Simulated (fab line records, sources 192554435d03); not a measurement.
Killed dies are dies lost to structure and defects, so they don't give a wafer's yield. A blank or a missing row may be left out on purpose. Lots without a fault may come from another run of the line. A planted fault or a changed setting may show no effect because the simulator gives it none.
Chamber matching | flow n5_finfet | N5_BEOL_M8_STRIP_67 on rie_diel-02: 4 sister chambers
The step strips in CF4. 8 wafers are shown with their chamber, then 7 later ones without.

WAFERS WITH THEIR CHAMBER
wafer  | chamber | drypump_motor_current_A (A) | throttle_valve_pct (%)
L083.6 | 2       | 5.9                         | 13.30
L086.1 | 2       | 5.8                         | 13.30
L086.6 | 0       | 5.8                         | 13.64
L090.3 | 3       | 6.8                         | 13.49
L090.4 | 1       | 6.3                         | 13.52
L090.6 | 3       | 6.8                         | 13.50
L092.1 | 0       | 5.8                         | 13.66
L092.2 | 1       | 6.3                         | 13.54

WAFERS WITHOUT THEIR CHAMBER
wafer  | drypump_motor_current_A (A) | throttle_valve_pct (%)
L092.5 | 6.8                         | 13.52
L096.4 | 6.8                         | 13.54
L096.5 | 5.8                         | 13.67
L096.6 | 6.3                         | 13.55
L097.2 | 5.9                         | 13.38
L097.3 | 6.3                         | 13.57
L097.6 | 5.8                         | 13.67

WHICH CHAMBER EACH WENT THROUGH
wafer  | from the rows above | in truth
L092.5 | 3                   | 3
L096.4 | 3                   | 3
L096.5 | 0                   | 0
L096.6 | 1                   | 1
L097.2 | 2                   | 2
L097.3 | 1                   | 1
L097.6 | 0                   | 0
Placed correctly: 7 of 7. Can't be placed from these rows: 0. Placed wrongly: 0.
How it was worked out, from the rows above alone: a wafer's distance from a chamber is the root of the sum, over the readings, of the square of ((its reading less the chamber's mean) divided by the reading's scatter). The wafer belongs to the nearest chamber; if the next one is less than 2 further off, it can't be placed. A chamber's mean is the mean of its shown wafers. The scatter: the root of (the sum of the squares of (reading less its chamber's mean) over the shown wafers, divided by (wafers less chambers)).
